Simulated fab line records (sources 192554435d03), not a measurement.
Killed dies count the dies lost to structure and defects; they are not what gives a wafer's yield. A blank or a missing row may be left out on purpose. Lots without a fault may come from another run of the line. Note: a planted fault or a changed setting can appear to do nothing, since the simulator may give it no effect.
A struck lot beside a sound one	flow n5_finfet	38 steps out of a route of 1938
Sound: wafers L615.1, L615.3, L615.4. Wafers struck: L624.1, L624.3, L624.5. At the end, the cause is stated.
Order at every step that has rows: each side's tool, ch and its chambers, its first start. Under that, the readings that differ: sound wafers	struck wafers	difference of the means	sigmas: that difference in standard deviations of wafers without a fault.
alike: same words and numbers on both sides, and readings whose means sit less than 2 such deviations apart. not compared: any withheld reading, any reading some wafer has no value for, any bound like >300 that may hide the same value, and any number with overlapping values for which the record gives no deviation.
A row with sigmas, a row that says differs or no value, or rows on one side alone: a step with any of these is where the two part. Numbers that don't overlap but have no deviation are shown without sigmas and don't part them. A reading that every wafer of one side lacks parts them only if that side has two wafers or more.

first, 9 steps without rows for these wafers: N5_BEOL_M4_COAT_68 (time 60 s, resist thk 12 nm); N5_BEOL_M4_COAT_76 (time 60 s, resist thk 5 nm); N5_BEOL_M4_COAT_22 (resist thk 30 nm); N5_BEOL_M4_EBR_24; N5_BEOL_M4_SOFTBAKE_23 (time 60 s); N5_BEOL_M4_EXPOSE_25 (exposes mask V3, defocus 5 nm); N5_BEOL_M4_PEB_26 (peb time 60 s); N5_BEOL_M4_DEVELOP_27 (develop time 30 s); N5_BEOL_M4_DESCUM_33 (chemistry O2, time 7 s).
N5_BEOL_M4_ETCH_77: etches underlayer in N2/H2, target depth 6.5 nm, time 5.2 s.
  sound on rie_diel-05 ch 0,2,3, day 8 10:06; struck on rie_diel-05 ch 0,2, day 10 06:04
  alike: drypump_motor_current_A, etch_rf_on_time_s, oes_product_au, rf_vpp_V, showerhead_plenum_p_Torr, throttle_valve_pct
  not compared: rf_hours_counter_h
then, 27 steps without rows for these wafers: N5_BEOL_M4_ETCH_69 (etches SiARC in CF4, target depth 15.6 nm, time 26 s); N5_BEOL_M4_ALD_98 (deposits SiO2, target thk 2.5 nm, pulse time 1 s, co reactant pulse time 1 s); N5_BEOL_M4_ETCHBACK_99 (etches SiO2 in CHF3, target depth 5 nm, time 10.4 s); N5_BEOL_M4_ETCH_70 (etches SOC in N2/H2, target depth 80 nm, overetch 24 nm, time 130 s); N5_BEOL_M4_STRIP_71 (strips in N2/H2); N5_BEOL_M4_STRIP_78 (strips in N2/H2); N5_BEOL_M4_VIA_ETCH_34 (etches the open film in C4F6/O2, target depth 69.4 nm, time 65.9 s); N5_BEOL_M4_STRIP_83 (strips in C4F6/O2); N5_BEOL_M4_STRIP_36 (strips in N2/H2); N5_BEOL_M4_TRENCH_ETCH_37 (etches SiOC in C4F6/O2, target depth 55.555 nm, time 29.2 s); N5_BEOL_M4_ETCH_41 (etches SiCN in CH3F/O2, target depth 29.9 nm, time 52.5 s); N5_BEOL_M4_STRIP_97 (strips in N2/H2, time 10 s); N5_BEOL_M4_HM_STRIP_39 (strips TiN in peroxide tin strip, target depth 25 nm, time 158 s); N5_BEOL_M4_SRD_40 (time 30 s); N5_BEOL_M4_PRECLEAN_42 (cleans in residue remover, time 60 s); N5_BEOL_M4_SRD_43 (time 30 s); N5_BEOL_M4_DEGAS_44 (time 60 s); N5_BEOL_M4_PRE_CLEAN_45 (time 30 s); N5_BEOL_M4_ALD_84 (deposits TaN, pulse time 2 s, purge time 3 s, co reactant purge time 2 s); N5_BEOL_M4_SURFACE_TREAT_85; N5_BEOL_M4_CVD_47 (deposits Co from CCTBA/H2, target thk 3 nm, time 223.8 s); N5_BEOL_M4_SPUTTER_48 (material Cu, target thk 4.5 nm, time 8.29 s); N5_BEOL_M4_ANNEAL_49 (time 240 s); N5_BEOL_M4_SPUTTER_79 (material Cu, target thk 4.5 nm, time 8.29 s); N5_BEOL_M4_ANNEAL_80 (time 240 s); N5_BEOL_M4_SPUTTER_81 (material Cu, target thk 4.5 nm, time 8.29 s); N5_BEOL_M4_ANNEAL_82 (time 240 s).
-- the record jumps here: 5 days lie between the struck wafers' starts before and after (it left off in module BEOL_M4 and takes up again in module PASSIVATION, whose first step shown is number 1936 of the route) --
N5_PASSIVATION_PROBE_49:
  sound on prober-01, day 13 08:47; struck on prober-01, day 15 13:19
reading	sound	struck	difference	sigmas
defect_limited_yield (%)	92.5 91.3 91.9	84.2 82.3 84.5	-8.2	-6
killed_at_M4_up	12 6 14	123 144 130	+122	+23
killed_dies	88 103 96	187 209 183	+97	+6
sort_bin_5_function (%)	4.4 5.2 5.5	10.3 11.5 8.9	+5.2	+5
sort_n_pass	1092 1077 1084	993 971 997	-97	-5
sort_yield_pct (%)	92.5 91.3 91.9	84.2 82.3 84.5	-8.2	-5
  alike: killed_at_M0_to_M3, killed_at_contacts, killed_at_front_end, killed_at_other, killed_open, killed_short, sort_bin_4_leakage, sort_bin_6_memory

## WHERE THEY PART
Within this record, at N5_PASSIVATION_PROBE_49 only.

WHY: what had been put in by the simulator
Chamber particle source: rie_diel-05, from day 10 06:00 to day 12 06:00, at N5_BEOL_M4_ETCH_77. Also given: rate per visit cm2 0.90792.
